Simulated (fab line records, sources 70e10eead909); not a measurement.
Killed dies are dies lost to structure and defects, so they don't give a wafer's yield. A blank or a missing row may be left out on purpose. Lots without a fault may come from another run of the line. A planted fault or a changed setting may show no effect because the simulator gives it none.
Problem report in the 8D (eight disciplines) form, filled by code | flow nand_harc | the parts of the form that need people (team, actions taken, sign-off) are left out

1. THE PROBLEM
killed_dies at NHARC_END_SORT_01 reads a mean of 676 on 2 wafers of 2 lots; wafers without a fault read 61 with a standard deviation of 19. That is +32 standard deviations from the usual mean.
First seen on wafer L684.3, day 29 12:48, on prober-01. The record holds 6 wafers of 2 lots with a number at this step. Rule for "out", or "out of limits": more than 4 standard deviations from the usual mean. The other wafers with a number count as sound.

2. WHAT IT IS AND WHAT IT IS NOT
question                    | is                           | is not
which readings at this step | killed_dies, killed_at_array | killed_at_other, killed_at_periphery, killed_open, killed_short
which lots                  | L684, L685                   | -
which wafers of those lots  | L684.3, L685.1               | L684.2, L684.6, L685.3, L685.4
read on which gauges        | prober-01                    | -
when                        | from day 29 12:48            | up to then (1 sound wafer); but 3 sound wafers of L684, L685 came after

3. SUSPECTS, AND WHAT RULES EACH OUT
Counting: a tool at a process step up to the reading stays a suspect if it ran every lot that is out. Sound lots after the first of them don't rule it out here, since some wafers of a struck lot are sound.
- the gauge at NHARC_END_SORT_01: ruled out. All the wafers that are out were read on prober-01, but those of them that NHARC_A_STAIRCASE_ETCH_197 has rows for are out there too, on other tools.
- rie_diel-08 at NHARC_A_STAIRCASE_ETCH_197 (etches the open film in C4F8/O2, target depth 100 nm, time 40.5 s): kept. It ran every lot that is out, first L684 (day 20 19:26). Its own readings are out on those wafers: oes_product_au.
- Within rie_diel-08 at NHARC_A_STAIRCASE_ETCH_197: the wafers that are out ran in chamber 1; their sound lot-mates ran in chambers 2, 3.
Left after counting: rie_diel-08 at NHARC_A_STAIRCASE_ETCH_197.

4. THE CAUSE (what the simulator had put in)
Process parameter drift: rie_diel-08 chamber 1, from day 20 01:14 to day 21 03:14, at NHARC_A_STAIRCASE_ETCH_197. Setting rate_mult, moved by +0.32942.
Counting left only this tool.

5. THE CHAIN OF EFFECTS, in route order
Each row: a reading whose mean over the struck wafers that have a number lies more than 3 standard deviations from the usual. Only readings for which the record gives a usual standard deviation are gone through. hours: the time from each lot's start at the first step in this table that gives one to its start at this step, as a median over the lots. sigmas: the change in usual standard deviations.
hours | step                       | reading         | usual      | on struck wafers | change | sigmas
0     | NHARC_A_STAIRCASE_ETCH_197 | oes_product_au  | 0.950 a.u. | 1.111            | +0.161 | +8.1
213   | NHARC_END_SORT_01          | killed_at_array | 56         | 671              | +615   | +32
213   | NHARC_END_SORT_01          | killed_dies     | 61         | 676              | +615   | +32
The process steps in it:
- NHARC_A_STAIRCASE_ETCH_197: etches the open film in C4F8/O2, target depth 100 nm, time 40.5 s.

6. WHAT WOULD HAVE CAUGHT IT SOONER
In this record the first reading out of limits at a measuring or inspecting step was taken at day 29 12:48, 228 hours after the fault began at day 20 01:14.
The tool's own readings at NHARC_A_STAIRCASE_ETCH_197 were out on every struck wafer that the step has a row for (oes_product_au): an alarm limit on them would have fired on the first of those.
All the lots that are out (2) had begun NHARC_A_STAIRCASE_ETCH_197 on rie_diel-08 by day 29 12:48. A hold on the tool at that time would have spared none of them.
